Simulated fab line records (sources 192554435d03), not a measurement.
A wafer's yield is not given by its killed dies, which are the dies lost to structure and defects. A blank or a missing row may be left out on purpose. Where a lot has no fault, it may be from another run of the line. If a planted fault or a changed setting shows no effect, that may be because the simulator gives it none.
fab line records	flow n5-finfet
record: lots: 24	wafers: 72	last-day: 21
route steps=1938 shown BEOL_M13@1676 BEOL_M14@1727
lots with no fault: from the same line, run without faults
start-h: start of the lot's first displayed wafer, in hours after the record's first day	wait-h: time in hours since the lot's previous step	" same as the row above	L1.1+2: several wafers, shown together as one row	- no value, or no start was given	* or withheld: withheld	< > ~ a bound
route shown NAME@n: names a module that has steps shown in the file, with the first one's number in the route	usual: mean and standard deviation over wafers with no fault	same: alike in all rows	chamber/n: place in a boat	sites: readings site by site	_std_site: how widely they spread, as a standard deviation	_edge_site: inner sites' mean taken away from outer sites' mean	radius-mm: how far each site lies from the wafer's centre	mask NAME#n: copy n	behind: the most recent tool/chamber to have shaped the wafer	hold: what put the lot on hold/how long, in hours/how the hold closed	device: the transistor (n, p or np) that didn't switch	end of line: at the end of the route, the tests of the same wafers	a step given without rows: its recipe and nothing more	killed: count of dies lost to structure and defects at first sort (not the wafer's yield)	map: shows each die of a wafer: x if killed, . if not, _ if none is there
set.NAME: the setting as run; set.NAME@STEP: as run at that earlier step	model.NAME: the simulator's own value behind a step, which no gauge read
one table for each step of the route and one row for each wafer, over a sample of lots
services: when a tool's chamber went out of use (start-h, in hours from the record's first day, below 0 if earlier), for how many hours, and the reason
== steps ==
step: N5_BEOL_M13_STRIP_64
recipe: chemistry: N2/H2	power-w: 1000	temp-c: 250	h2-frac: 0.65	overash-fraction: 0.3	pressure-mtorr: withheld	n2-flow-sccm: 1750	h2-flow-sccm: 3250
usual: drypump-motor-current-A: 6.02/0.29	heater-power-w: 313/14	oes-product-au: 0.715/0.0051	strip-time-to-endpoint-s: 31.29/0.075
lot.wafer	tool	chamber	start-h	wait-h	drypump-motor-current-A	heater-power-w	oes-product-au	rf-hours-counter-h	strip-time-to-endpoint-s
L076.2	plasma-asher-01	0	340.94	0.0	6.22	309	0.715	115	31.30
L076.5	"	1	"	"	5.72	339	0.724	-	31.30
L076.6	"	0	"	"	6.25	299	0.722	-	31.26
L074.3	plasma-asher-01	1	346.63	0.0	5.74	330	0.714	-	31.20
L074.4	"	0	"	"	6.25	305	0.705	-	31.26
L074.5	"	0	"	"	6.24	302	0.722	-	31.21
L075.1	plasma-asher-01	1	347.34	0.0	5.76	326	0.715	117	31.33
L075.4	"	1	"	"	5.73	333	0.711	-	31.32
L075.5	"	0	"	"	6.25	313	0.701	-	31.27
L077.2	plasma-asher-01	1	353.35	0.0	5.73	335	0.715	118	31.27
L077.3	"	0	"	"	6.26	302	0.715	-	31.50
L077.6	"	0	"	"	6.23	295	0.715	-	31.46
L078.1	plasma-asher-02	0	356.95	0.0	5.75	303	0.725	108	31.27
L078.4	"	0	"	"	5.74	292	0.721	-	31.36
L078.6	"	1	"	"	6.41	320	0.716	-	31.28
L079.2	plasma-asher-02	0	365.26	0.0	5.76	295	0.722	109	31.24
L079.3	"	1	"	"	6.44	310	0.709	-	31.25
L079.4	"	0	"	"	5.75	294	0.719	-	31.18
L081.1	plasma-asher-01	0	370.84	0.0	6.22	313	0.716	122	31.44
L081.2	"	1	"	"	5.75	328	0.717	122	31.33
L081.6	"	1	"	"	5.74	335	0.701	-	31.40
L083.1	plasma-asher-01	0	374.62	0.0	6.24	299	0.718	123	31.34
L083.2	"	1	"	"	5.76	340	0.704	123	31.36
L083.5	"	1	"	"	5.75	327	0.717	-	31.32
L080.2	plasma-asher-01	1	382.40	0.0	5.72	321	0.710	125	31.29
L080.4	"	0	"	"	6.23	303	0.710	-	31.23
L080.5	"	0	"	"	6.21	303	0.712	-	31.18
L082.1	plasma-asher-01	1	383.63	0.0	5.74	324	0.714	126	31.37
L082.3	"	1	"	"	5.75	326	0.706	-	31.39
L082.6	"	1	"	"	5.74	334	0.711	-	31.30
L085.2	plasma-asher-01	0	384.27	0.0	6.21	301	0.712	126	31.17
L085.3	"	0	"	"	6.22	308	0.710	-	31.24
L085.6	"	1	"	"	5.73	340	0.721	-	31.23
L084.1	plasma-asher-02	0	394.08	0.0	5.75	301	0.706	115	31.49
L084.3	"	1	"	"	6.42	319	0.717	-	31.46
L084.5	"	1	"	"	6.42	315	0.714	-	31.48
L086.3	plasma-asher-02	0	396.17	0.0	5.75	294	0.723	-	31.22
L086.5	"	0	"	"	5.76	292	0.725	-	31.28
L086.6	"	1	"	"	6.44	313	0.710	-	31.36
L089.1	plasma-asher-02	1	415.91	0.0	6.40	310	0.718	120	31.25
L089.2	"	0	"	"	5.75	290	0.713	120	31.22
L089.5	"	0	"	"	5.76	298	0.707	-	31.16
L091.3	plasma-asher-02	1	416.96	0.0	6.43	314	0.723	-	31.21
L091.4	"	0	"	"	5.74	294	0.714	-	31.26
L091.6	"	1	"	"	6.43	308	0.720	-	31.19
L087.1	plasma-asher-01	1	422.99	0.0	5.72	340	0.707	133	31.42
L087.2	"	0	"	"	6.23	305	0.719	133	31.36
L087.6	"	1	"	"	5.71	334	0.717	-	31.34
L090.2	plasma-asher-01	0	426.56	0.0	6.23	307	0.716	134	31.26
L090.3	"	1	"	"	5.73	333	0.728	-	31.27
L090.6	"	1	"	"	5.74	329	0.716	-	31.26
L088.1	plasma-asher-02	0	427.06	0.0	5.74	294	0.718	122	31.22
L088.5	"	0	"	"	5.73	298	0.716	-	31.13
L088.6	"	1	"	"	6.40	314	0.720	-	31.28
L092.3	plasma-asher-01	0	427.65	0.0	6.24	308	0.720	-	31.24
L092.5	"	1	"	"	5.74	331	0.710	-	31.35
L092.6	"	0	"	"	6.23	301	0.718	-	31.26
L093.1	plasma-asher-02	1	442.94	0.0	6.43	311	0.716	125	31.21
L093.3	"	1	"	"	6.44	316	0.714	-	31.28
L093.6	"	1	"	"	6.44	310	0.714	-	31.23
L094.1	plasma-asher-01	0	451.30	0.0	6.24	306	0.708	139	31.32
L094.3	"	1	"	"	5.75	327	0.707	-	31.26
L094.4	"	0	"	"	6.24	301	0.710	-	31.32
L095.1	plasma-asher-01	0	460.75	0.0	6.22	299	0.720	140	31.29
L095.3	"	1	"	"	5.75	327	0.714	-	31.31
L095.6	"	1	"	"	5.75	334	0.713	-	31.30
L096.1	plasma-asher-01	0	462.30	0.0	6.23	303	0.713	141	31.33
L096.5	"	0	"	"	6.20	305	0.718	-	31.31
L096.6	"	1	"	"	5.73	329	0.718	-	31.37
L097.2	plasma-asher-02	0	474.55	0.0	5.74	304	0.713	132	31.22
L097.3	"	1	"	"	6.41	316	0.712	-	31.24
L097.6	"	0	"	"	5.76	290	0.718	-	31.34
step: N5_BEOL_M13_CD_MEAS_17
recipe: target-cd-nm: 190	polarity: opening
usual: cd-nm: 190.1/2.2
lot.wafer	tool	chamber	start-h	wait-h	cd-nm
L076.2	cd-sem-01	-	341.09	0.0	187.4
L076.5	"	-	"	"	186.5
L076.6	"	-	"	"	187.8
L074.3	cd-sem-02	-	346.76	0.0	188.9
L074.4	"	-	"	"	188.6
L074.5	"	-	"	"	191.4
L075.1	cd-sem-02	-	347.49	0.0	189.3
L075.4	"	-	"	"	191.0
L075.5	"	-	"	"	190.1
L077.2	cd-sem-02	-	353.51	0.0	194.4
L077.3	"	-	"	"	193.0
L077.6	"	-	"	"	191.8
L078.1	cd-sem-02	-	357.10	0.0	187.3
L078.4	"	-	"	"	187.5
L078.6	"	-	"	"	187.3
L079.2	cd-sem-01	-	365.40	0.0	187.9
L079.3	"	-	"	"	188.1
L079.4	"	-	"	"	190.4
L081.1	cd-sem-02	-	370.98	0.0	186.4
L081.2	"	-	"	"	188.0
L081.6	"	-	"	"	187.8
L083.1	cd-sem-02	-	374.77	0.0	189.2
L083.2	"	-	"	"	190.7
L083.5	"	-	"	"	191.6
L080.2	cd-sem-03	-	382.55	0.0	190.9
L080.4	"	-	"	"	192.0
L080.5	"	-	"	"	192.8
L082.1	cd-sem-03	-	383.78	0.0	192.4
L082.3	"	-	"	"	190.2
L082.6	"	-	"	"	191.8
L085.2	cd-sem-02	-	384.42	0.0	192.8
L085.3	"	-	"	"	191.5
L085.6	"	-	"	"	192.5
L084.1	cd-sem-03	-	394.22	0.0	190.7
L084.3	"	-	"	"	191.2
L084.5	"	-	"	"	189.5
L086.3	cd-sem-02	-	396.30	0.0	188.6
L086.5	"	-	"	"	188.6
L086.6	"	-	"	"	188.8
L089.1	cd-sem-01	-	416.06	0.0	189.9
L089.2	"	-	"	"	191.0
L089.5	"	-	"	"	190.6
L091.3	cd-sem-02	-	417.09	0.0	190.9
L091.4	"	-	"	"	190.8
L091.6	"	-	"	"	188.7
L087.1	cd-sem-01	-	423.14	0.0	190.6
L087.2	"	-	"	"	191.6
L087.6	"	-	"	"	191.1
L090.2	cd-sem-03	-	426.72	0.0	192.1
L090.3	"	-	"	"	189.4
L090.6	"	-	"	"	188.1
L088.1	cd-sem-03	-	427.21	0.0	188.6
L088.5	"	-	"	"	192.5
L088.6	"	-	"	"	189.6
L092.3	cd-sem-02	-	427.78	0.0	186.2
L092.5	"	-	"	"	187.6
L092.6	"	-	"	"	188.4
L093.1	cd-sem-03	-	443.09	0.0	191.9
L093.3	"	-	"	"	191.7
L093.6	"	-	"	"	191.8
L094.1	cd-sem-01	-	451.45	0.0	192.1
L094.3	"	-	"	"	191.6
L094.4	"	-	"	"	188.1
L095.1	cd-sem-03	-	460.90	0.0	188.2
L095.3	"	-	"	"	187.7
L095.6	"	-	"	"	187.9
L096.1	cd-sem-01	-	462.45	0.0	190.2
L096.5	"	-	"	"	191.3
L096.6	"	-	"	"	192.2
L097.2	cd-sem-03	-	474.70	0.0	189.1
L097.3	"	-	"	"	193.6
L097.6	"	-	"	"	191.6
step: N5_BEOL_M13_OVL_MEAS_29
recipe: points-per-wafer: 44
usual: M13_OVL: 2/5.4
lot.wafer	tool	chamber	start-h	wait-h	M13_OVL[nm]
L076.2	overlay-02	0	341.57	0.0	7
L076.5	"	0	"	"	13
L076.6	"	0	"	"	4
L074.3	overlay-02	0	347.12	0.0	-8
L074.4	"	0	"	"	1
L074.5	"	0	"	"	-2
L075.1	overlay-01	0	347.98	0.0	-4
L075.4	"	0	"	"	-4
L075.5	"	0	"	"	-7
L077.2	overlay-02	0	353.99	0.0	4
L077.3	"	0	"	"	0
L077.6	"	0	"	"	1
L078.1	overlay-01	0	357.58	0.0	-3
L078.4	"	0	"	"	3
L078.6	"	0	"	"	0
L079.2	overlay-02	0	365.76	0.0	5
L079.3	"	0	"	"	0
L079.4	"	0	"	"	0
L081.1	overlay-02	0	371.47	0.0	3
L081.2	"	0	"	"	6
L081.6	"	0	"	"	11
L083.1	overlay-02	0	375.13	0.0	0
L083.2	"	0	"	"	0
L083.5	"	0	"	"	2
L080.2	overlay-02	0	382.91	0.0	0
L080.4	"	0	"	"	9
L080.5	"	0	"	"	11
L082.1	overlay-01	0	384.26	0.0	2
L082.3	"	0	"	"	-4
L082.6	"	0	"	"	6
L085.2	overlay-02	0	384.78	0.0	15
L085.3	"	0	"	"	8
L085.6	"	0	"	"	13
L084.1	overlay-01	0	394.58	0.0	0
L084.3	"	0	"	"	4
L084.5	"	0	"	"	1
L086.3	overlay-01	0	396.78	0.0	3
L086.5	"	0	"	"	9
L086.6	"	0	"	"	-1
L089.1	overlay-02	0	416.54	0.0	5
L089.2	"	0	"	"	6
L089.5	"	0	"	"	7
L091.3	overlay-01	0	417.44	0.0	-2
L091.4	"	0	"	"	13
L091.6	"	0	"	"	0
L087.1	overlay-01	0	423.49	0.0	-1
L087.2	"	0	"	"	3
L087.6	"	0	"	"	4
L090.2	overlay-02	0	427.08	0.0	-2
L090.3	"	0	"	"	-2
L090.6	"	0	"	"	-5
L088.1	overlay-01	0	427.57	0.0	4
L088.5	"	0	"	"	6
L088.6	"	0	"	"	6
L092.3	overlay-01	0	428.26	0.0	4
L092.5	"	0	"	"	-1
L092.6	"	0	"	"	-11
L093.1	overlay-01	0	443.45	0.0	4
L093.3	"	0	"	"	-3
L093.6	"	0	"	"	-5
L094.1	overlay-02	0	451.93	0.0	-14
L094.3	"	0	"	"	-6
L094.4	"	0	"	"	-1
L095.1	overlay-02	0	461.38	0.0	2
L095.3	"	0	"	"	4
L095.6	"	0	"	"	5
L096.1	overlay-02	0	462.81	0.0	-3
L096.5	"	0	"	"	1
L096.6	"	0	"	"	3
L097.2	overlay-02	0	475.05	0.0	8
L097.3	"	0	"	"	6
L097.6	"	0	"	"	11
step: N5_BEOL_M13_ETCH_67
recipe: chemistry: CF4	target: SiARC	target-depth-a: 1430	time-s: 238.3	ion-energy-ev: 80	pressure-mtorr: 40	source-w: 545	bias-w: 36	Ar_flow_sccm: 100	cf4-flow-sccm: 100	ends: cleared
usual: drypump-motor-current-A: 5.7/0.4	etch-rf-on-time-s: 238/7.5	oes-product-au: 0.69/0.079	rf-fwd-power-W: 543.4/1.7	rf-vpp-V: 184.0/1.3	showerhead-plenum-p-Torr: 2.16/0.077	throttle-valve-pct: 15.6/0.36
lot.wafer	tool	chamber	start-h	wait-h	drypump-motor-current-A	etch-rf-on-time-s	oes-product-au	rf-fwd-power-W	rf-hours-counter-h	rf-vpp-V	showerhead-plenum-p-Torr	throttle-valve-pct
L076.2	rie-diel-06	0	341.67	0.0	5.7	235	0.74	541.6	55	182.8	2.10	15.3
L076.5	"	1	"	"	5.6	239	0.63	543.1	-	182.8	2.06	16.1
L076.6	"	3	"	"	5.4	234	0.76	543.1	-	185.2	2.28	15.8
L074.3	rie-diel-02	3	347.29	0.0	5.4	239	0.68	542.0	89	184.6	2.25	15.4
L074.4	"	1	"	"	4.8	234	0.63	544.9	198	184.3	2.15	16.0
L074.5	"	1	"	"	4.8	233	0.63	544.1	-	183.2	2.15	16.0
L075.1	rie-diel-06	2	348.19	0.0	5.8	243	0.59	543.8	217	183.2	2.21	15.4
L075.4	"	1	"	"	5.6	243	0.62	543.3	187	182.5	2.06	16.2
L075.5	"	3	"	"	5.4	238	0.75	544.8	-	186.0	2.28	15.8
L077.2	rie-diel-03	3	354.08	0.0	6.5	246	0.61	541.0	183	184.2	2.15	15.8
L077.3	"	0	"	"	5.2	221	0.75	543.9	43	184.2	2.10	15.6
L077.6	"	2	"	"	6.0	239	0.57	543.4	-	182.0	2.02	15.4
L078.1	rie-diel-06	2	357.67	0.0	5.8	245	0.58	544.0	220	185.7	2.21	15.4
L078.4	"	3	"	"	5.4	241	0.75	545.4	47	186.6	2.28	15.8
L078.6	"	1	"	"	5.6	243	0.63	542.9	-	183.2	2.06	16.2
L079.2	rie-diel-02	3	365.85	0.0	5.4	233	0.68	542.5	96	183.3	2.25	15.4
L079.3	"	2	"	"	5.8	249	0.56	545.3	243	182.5	2.04	16.1
L079.4	"	2	"	"	5.8	248	0.56	544.5	-	183.3	2.04	16.1
L081.1	rie-diel-03	3	372.13	0.0	6.4	248	0.60	544.0	189	184.7	2.15	15.8
L081.2	"	0	"	"	5.2	225	0.74	544.5	48	183.0	2.10	15.6
L081.6	"	0	"	"	5.2	224	0.74	542.5	-	181.9	2.10	15.6
L083.1	rie-diel-03	3	375.22	0.0	6.5	248	0.60	544.2	191	185.2	2.15	15.8
L083.2	"	0	"	"	5.2	221	0.75	543.1	50	184.0	2.10	15.7
L083.5	"	1	"	"	5.9	235	0.80	543.2	-	182.6	2.17	15.2
L080.2	rie-diel-06	1	383.02	0.0	5.6	244	0.62	542.3	197	181.1	2.06	16.2
L080.4	"	0	"	"	5.7	239	0.73	543.0	68	183.8	2.10	15.3
L080.5	"	0	"	"	5.7	242	0.72	545.3	-	181.8	2.10	15.3
L082.1	rie-diel-06	3	384.70	0.0	5.4	238	0.73	543.6	56	185.5	2.27	15.9
L082.3	"	1	"	"	5.6	241	0.63	543.5	198	183.1	2.06	16.2
L082.6	"	1	"	"	5.6	240	0.62	543.8	-	181.9	2.06	16.2
L085.2	rie-diel-03	2	385.63	0.0	5.9	231	0.86	543.5	0	186.2	2.27	14.9
L085.3	"	3	"	"	6.4	242	0.60	544.1	195	183.2	2.15	15.8
L085.6	"	2	"	"	5.9	234	0.86	543.1	-	186.5	2.27	14.9
L084.1	rie-diel-02	0	395.00	0.0	5.8	231	0.66	546.0	142	181.8	2.08	15.8
L084.3	"	3	"	"	5.4	240	0.66	544.3	109	184.4	2.25	15.4
L084.5	"	0	"	"	5.8	232	0.66	546.8	-	181.4	2.08	15.8
L086.3	rie-diel-06	1	396.88	0.0	5.6	241	0.62	541.1	202	182.3	2.06	16.2
L086.5	"	3	"	"	5.4	237	0.74	543.6	-	185.6	2.27	15.9
L086.6	"	2	"	"	5.8	242	0.58	542.8	-	183.6	2.20	15.4
L089.1	rie-diel-03	1	416.71	0.0	5.9	237	0.77	545.5	39	184.2	2.17	15.2
L089.2	"	0	"	"	5.3	224	0.72	543.7	63	183.2	2.09	15.7
L089.5	"	2	"	"	5.9	236	0.80	542.0	-	185.5	2.26	14.9
L091.3	rie-diel-03	0	417.77	0.0	5.3	223	0.73	548.2	63	184.2	2.09	15.7
L091.4	"	1	"	"	5.9	235	0.77	543.9	39	184.9	2.17	15.2
L091.6	"	1	"	"	5.9	237	0.76	542.8	-	184.2	2.17	15.2
L087.1	rie-diel-02	3	423.59	0.0	5.4	238	0.66	541.6	120	182.8	2.24	15.4
L087.2	"	2	"	"	5.8	248	0.80	543.7	7	185.6	2.28	15.7
L087.6	"	1	"	"	4.8	234	0.62	544.4	-	184.7	2.14	16.1
L090.2	rie-diel-03	0	427.17	0.0	5.2	226	0.72	543.3	66	184.2	2.09	15.7
L090.3	"	3	"	"	6.4	250	0.59	543.0	207	182.9	2.15	15.8
L090.6	"	2	"	"	6.0	236	0.80	545.6	-	185.1	2.26	14.9
L088.1	rie-diel-03	3	427.72	0.0	6.5	248	0.59	544.9	207	183.2	2.15	15.8
L088.5	"	3	"	"	6.4	247	0.59	542.5	-	182.9	2.15	15.8
L088.6	"	2	"	"	6.0	236	0.80	544.6	-	186.4	2.26	14.9
L092.3	rie-diel-02	3	428.41	0.0	5.4	238	0.65	545.8	122	186.1	2.24	15.4
L092.5	"	0	"	"	5.8	232	0.65	544.4	-	184.0	2.08	15.8
L092.6	"	3	"	"	5.4	239	0.65	544.1	-	185.2	2.24	15.4
L093.1	rie-diel-03	0	443.54	0.0	5.2	220	0.72	540.4	71	184.2	2.09	15.7
L093.3	"	2	"	"	5.9	234	0.78	541.7	18	186.1	2.26	14.9
L093.6	"	1	"	"	5.9	232	0.76	542.4	-	183.2	2.17	15.2
L094.1	rie-diel-06	2	452.03	0.0	5.8	243	0.58	543.4	249	184.1	2.20	15.4
L094.3	"	3	"	"	5.4	237	0.72	544.9	77	183.7	2.27	15.9
L094.4	"	1	"	"	5.6	249	0.59	540.9	216	182.5	2.05	16.2
L095.1	rie-diel-03	1	461.47	0.0	5.9	233	0.77	541.0	51	183.6	2.16	15.2
L095.3	"	0	"	"	5.2	221	0.72	542.4	77	181.7	2.09	15.7
L095.6	"	0	"	"	5.3	224	0.70	542.3	-	184.4	2.09	15.7
L096.1	rie-diel-06	1	463.16	0.0	5.6	250	0.60	542.1	221	181.0	2.05	16.2
L096.5	"	3	"	"	5.4	241	0.71	545.0	-	186.0	2.27	15.9
L096.6	"	1	"	"	5.6	250	0.59	543.2	-	182.8	2.05	16.2
L097.2	rie-diel-02	1	475.73	0.0	4.8	234	0.61	544.9	235	183.2	2.14	16.1
L097.3	"	2	"	"	5.8	249	0.76	544.3	23	184.7	2.28	15.7
L097.6	"	1	"	"	4.8	233	0.60	544.4	-	182.5	2.14	16.1
step: N5_BEOL_M13_ETCH_38
recipe: chemistry: CF4/N2	target: SiCN	target-depth-a: 675	taper-deg: 2	time-s: 71.9	ion-energy-ev: 150	mask-material: SiO2	pressure-mtorr: 40	source-w: 430	bias-w: 70	Ar_flow_sccm: 100	cf4-flow-sccm: 60	n2-flow-sccm: 60
usual: drypump-motor-current-A: 5.7/0.39	oes-product-au: 0.79/0.087	rf-fwd-power-W: 428.2/1.3	rf-vpp-V: 382.4/2	showerhead-plenum-p-Torr: 2.22/0.08	throttle-valve-pct: 15.5/0.33
same: time-s: 71.9
lot.wafer	tool	chamber	start-h	wait-h	drypump-motor-current-A	oes-product-au	rf-fwd-power-W	rf-hours-counter-h	rf-vpp-V	showerhead-plenum-p-Torr	throttle-valve-pct
L076.2	rie-diel-02	0	343.91	-	5.8	0.79	428.6	120	380.4	2.14	15.5
L076.5	"	2	"	"	5.9	0.66	428.1	-	381.0	2.10	15.9
L076.6	"	3	"	"	5.4	0.79	429.6	-	386.1	2.32	15.2
L074.3	rie-diel-02	2	348.32	-	5.8	0.66	429.5	237	379.6	2.10	15.9
L074.4	"	3	"	"	5.4	0.80	427.9	90	385.0	2.32	15.2
L074.5	"	1	"	"	4.8	0.74	428.5	-	382.1	2.21	15.8
L075.1	rie-diel-02	1	348.91	-	4.8	0.74	430.6	199	382.4	2.21	15.8
L075.4	"	2	"	"	5.8	0.65	426.9	237	379.9	2.10	15.9
L075.5	"	0	"	"	5.8	0.79	428.8	-	380.8	2.14	15.6
L077.2	rie-diel-03	3	359.05	-	6.5	0.72	429.2	184	381.1	2.21	15.6
L077.3	"	2	"	"	6.0	0.67	426.2	249	379.5	2.08	15.3
L077.6	"	1	"	"	5.9	0.94	429.5	-	382.4	2.25	15.0
L078.1	rie-diel-06	3	359.36	-	5.4	0.87	426.6	48	386.6	2.35	15.7
L078.4	"	0	"	"	5.7	0.86	427.6	61	381.8	2.16	15.1
L078.6	"	1	"	"	5.6	0.73	427.1	-	380.4	2.11	16.0
L079.2	rie-diel-03	0	372.64	-	5.2	0.86	429.4	49	381.6	2.16	15.5
L079.3	"	3	"	"	6.5	0.70	429.0	190	381.2	2.21	15.6
L079.4	"	3	"	"	6.5	0.70	428.5	-	381.6	2.21	15.6
L081.1	rie-diel-06	2	373.06	-	5.8	0.68	426.8	225	383.4	2.28	15.2
L081.2	"	1	"	"	5.6	0.72	429.8	195	380.0	2.11	16.0
L081.6	"	1	"	"	5.6	0.73	427.9	-	380.7	2.11	16.0
L083.1	rie-diel-06	0	378.43	-	5.7	0.86	427.1	68	380.5	2.16	15.1
L083.2	"	1	"	"	5.7	0.72	428.2	196	380.0	2.11	16.0
L083.5	"	2	"	"	5.8	0.68	427.5	-	383.8	2.28	15.3
L080.2	rie-diel-02	3	384.99	-	5.4	0.78	428.7	105	385.1	2.31	15.2
L080.4	"	3	"	"	5.4	0.79	429.1	-	383.9	2.31	15.2
L080.5	"	0	"	"	5.8	0.78	428.9	-	382.0	2.14	15.6
L082.1	rie-diel-03	3	385.41	-	6.5	0.70	426.4	195	381.3	2.21	15.6
L082.3	"	1	"	"	5.9	0.92	426.1	29	384.1	2.24	15.1
L082.6	"	1	"	"	5.9	0.92	430.0	-	382.7	2.24	15.1
L085.2	rie-diel-03	2	388.11	-	6.0	0.98	428.9	1	387.1	2.34	14.7
L085.3	"	3	"	"	6.5	0.71	428.7	196	382.9	2.21	15.6
L085.6	"	1	"	"	5.9	0.92	430.1	-	384.0	2.24	15.0
L084.1	rie-diel-06	0	398.57	-	5.7	0.85	427.9	74	382.1	2.16	15.1
L084.3	"	2	"	"	5.8	0.68	426.1	234	382.9	2.27	15.3
L084.5	"	3	"	"	5.4	0.87	429.3	-	384.5	2.35	15.7
L086.3	rie-diel-06	2	399.04	-	5.8	0.68	427.5	234	383.6	2.27	15.3
L086.5	"	1	"	"	5.6	0.71	427.6	-	380.5	2.11	16.0
L086.6	"	2	"	"	5.8	0.67	427.8	-	385.2	2.27	15.2
L089.1	rie-diel-06	2	418.45	-	5.8	0.68	428.1	239	384.8	2.27	15.3
L089.2	"	0	"	"	5.7	0.85	426.9	79	380.2	2.16	15.2
L089.5	"	0	"	"	5.7	0.84	429.7	-	380.0	2.16	15.1
L091.3	rie-diel-03	3	419.32	-	6.4	0.69	429.1	205	381.8	2.21	15.6
L091.4	"	1	"	"	5.9	0.90	427.3	40	383.1	2.24	15.1
L091.6	"	2	"	"	6.0	0.95	427.8	-	384.5	2.34	14.8
L087.1	rie-diel-03	0	424.56	-	5.2	0.84	428.0	65	381.9	2.15	15.5
L087.2	"	1	"	"	5.9	0.90	429.4	41	383.7	2.24	15.1
L087.6	"	2	"	"	6.0	0.93	427.7	-	385.8	2.34	14.8
L090.2	rie-diel-02	1	428.28	-	4.8	0.72	427.4	220	382.3	2.20	15.8
L090.3	"	2	"	"	5.8	0.93	427.0	9	385.3	2.36	15.5
L090.6	"	1	"	"	4.8	0.72	430.3	-	380.3	2.20	15.9
L088.1	rie-diel-06	2	428.83	-	5.8	0.67	428.9	242	382.4	2.27	15.3
L088.5	"	2	"	"	5.8	0.67	427.4	-	384.7	2.27	15.3
L088.6	"	1	"	"	5.7	0.71	426.9	-	380.1	2.11	16.0
L092.3	rie-diel-06	2	429.26	-	5.8	0.67	426.8	243	383.3	2.27	15.3
L092.5	"	0	"	"	5.7	0.84	430.0	-	381.3	2.16	15.2
L092.6	"	3	"	"	5.4	0.86	425.9	-	385.6	2.34	15.7
L093.1	rie-diel-03	3	444.28	-	6.4	0.69	429.5	213	381.2	2.20	15.6
L093.3	"	2	"	"	6.0	0.92	429.8	19	385.5	2.33	14.8
L093.6	"	0	"	"	5.2	0.84	430.2	-	382.5	2.15	15.5
L094.1	rie-diel-06	1	454.60	-	5.6	0.70	430.0	217	380.0	2.11	16.0
L094.3	"	0	"	"	5.7	0.83	428.7	89	382.6	2.15	15.2
L094.4	"	3	"	"	5.4	0.84	428.2	78	385.8	2.34	15.7
L095.1	rie-diel-03	3	463.21	-	6.4	0.68	429.4	219	382.4	2.20	15.6
L095.3	"	0	"	"	5.2	0.83	426.6	78	380.4	2.15	15.5
L095.6	"	0	"	"	5.2	0.82	429.5	-	380.3	2.15	15.5
L096.1	rie-diel-03	3	465.89	-	6.5	0.68	426.9	220	383.3	2.20	15.6
L096.5	"	0	"	"	5.3	0.83	429.4	-	380.3	2.15	15.5
L096.6	"	1	"	"	5.9	0.89	429.6	-	383.2	2.23	15.1
L097.2	rie-diel-02	2	480.15	-	5.8	0.89	428.4	24	383.9	2.35	15.6
L097.3	"	3	"	"	5.4	0.74	428.8	138	382.9	2.30	15.3
L097.6	"	0	"	"	5.8	0.74	428.4	-	379.1	2.12	15.7
step: N5_BEOL_M14_OVL_MEAS_11
recipe: points-per-wafer: 44
usual: V13_OVL: 1/5.8
lot.wafer	tool	chamber	start-h	wait-h	V13_OVL[nm]
L076.2	overlay-02	0	346.42	0.0	8
L076.5	"	0	"	"	1
L076.6	"	0	"	"	6
L074.3	overlay-01	0	350.79	0.0	5
L074.4	"	0	"	"	-6
L074.5	"	0	"	"	4
L075.1	overlay-02	0	352.54	0.0	-10
L075.4	"	0	"	"	-11
L075.5	"	0	"	"	-11
L077.2	overlay-02	0	361.68	0.0	7
L077.3	"	0	"	"	5
L077.6	"	0	"	"	11
L078.1	overlay-02	0	362.45	0.0	-5
L078.4	"	0	"	"	3
L078.6	"	0	"	"	-5
L079.2	overlay-02	0	375.57	0.0	0
L079.3	"	0	"	"	1
L079.4	"	0	"	"	0
L081.1	overlay-02	0	376.18	0.0	-14
L081.2	"	0	"	"	-12
L081.6	"	0	"	"	-9
L083.1	overlay-02	0	380.85	0.0	-4
L083.2	"	0	"	"	5
L083.5	"	0	"	"	-5
L080.2	overlay-02	0	387.50	0.0	12
L080.4	"	0	"	"	6
L080.5	"	0	"	"	9
L082.1	overlay-02	0	387.77	0.0	-8
L082.3	"	0	"	"	-3
L082.6	"	0	"	"	0
L085.2	overlay-01	0	390.44	0.0	4
L085.3	"	0	"	"	1
L085.6	"	0	"	"	7
L084.1	overlay-01	0	401.59	0.0	-4
L084.3	"	0	"	"	-3
L084.5	"	0	"	"	-1
L086.3	overlay-01	0	403.13	0.0	3
L086.5	"	0	"	"	4
L086.6	"	0	"	"	-3
L089.1	overlay-02	0	420.99	0.0	-3
L089.2	"	0	"	"	-3
L089.5	"	0	"	"	7
L091.3	overlay-01	0	422.09	0.0	-1
L091.4	"	0	"	"	-2
L091.6	"	0	"	"	-6
L087.1	overlay-01	0	427.15	0.0	5
L087.2	"	0	"	"	-2
L087.6	"	0	"	"	4
L090.2	overlay-01	0	430.36	0.0	6
L090.3	"	0	"	"	2
L090.6	"	0	"	"	9
L088.1	overlay-01	0	431.63	0.0	2
L088.5	"	0	"	"	6
L088.6	"	0	"	"	1
L092.3	overlay-02	0	432.19	0.0	2
L092.5	"	0	"	"	2
L092.6	"	0	"	"	4
L093.1	overlay-01	0	448.72	0.0	4
L093.3	"	0	"	"	7
L093.6	"	0	"	"	5
L094.1	overlay-01	0	457.22	0.0	12
L094.3	"	0	"	"	5
L094.4	"	0	"	"	4
L095.1	overlay-02	0	465.44	0.0	10
L095.3	"	0	"	"	7
L095.6	"	0	"	"	5
L096.1	overlay-02	0	468.71	0.0	2
L096.5	"	0	"	"	-2
L096.6	"	0	"	"	-4
L097.2	overlay-01	0	482.63	0.0	-3
L097.3	"	0	"	"	-7
L097.6	"	0	"	"	-6
== services ==
tool	chamber	start-h	hours	kind
rie-diel-06	2	340.34	7.7	repair
rie-diel-02	1	357.58	23.7	repair
rie-diel-02	-	358.10	0.8	repair
rie-diel-03	2	363.34	-	clean
rie-diel-03	2	363.34	-	consumable-replace:focus-ring
rie-diel-03	2	363.34	-	consumable-replace:showerhead
rie-diel-03	2	363.34	22.2	scheduled-down
rie-diel-03	2	363.34	22.2	vent-cycle
rie-diel-02	2	383.25	-	clean
rie-diel-02	2	383.25	-	consumable-replace:focus-ring
rie-diel-02	2	383.25	-	consumable-replace:showerhead
rie-diel-02	2	383.25	17.0	scheduled-down
rie-diel-02	2	383.25	17.0	vent-cycle
rie-diel-06	2	454.70	-	clean
rie-diel-06	2	454.70	-	consumable-replace:focus-ring
rie-diel-06	2	454.70	24.6	scheduled-down
rie-diel-06	2	454.70	24.6	vent-cycle
rie-diel-03	1	455.53	2.6	repair
rie-diel-03	2	474.60	14.4	repair
== key ==
fault none
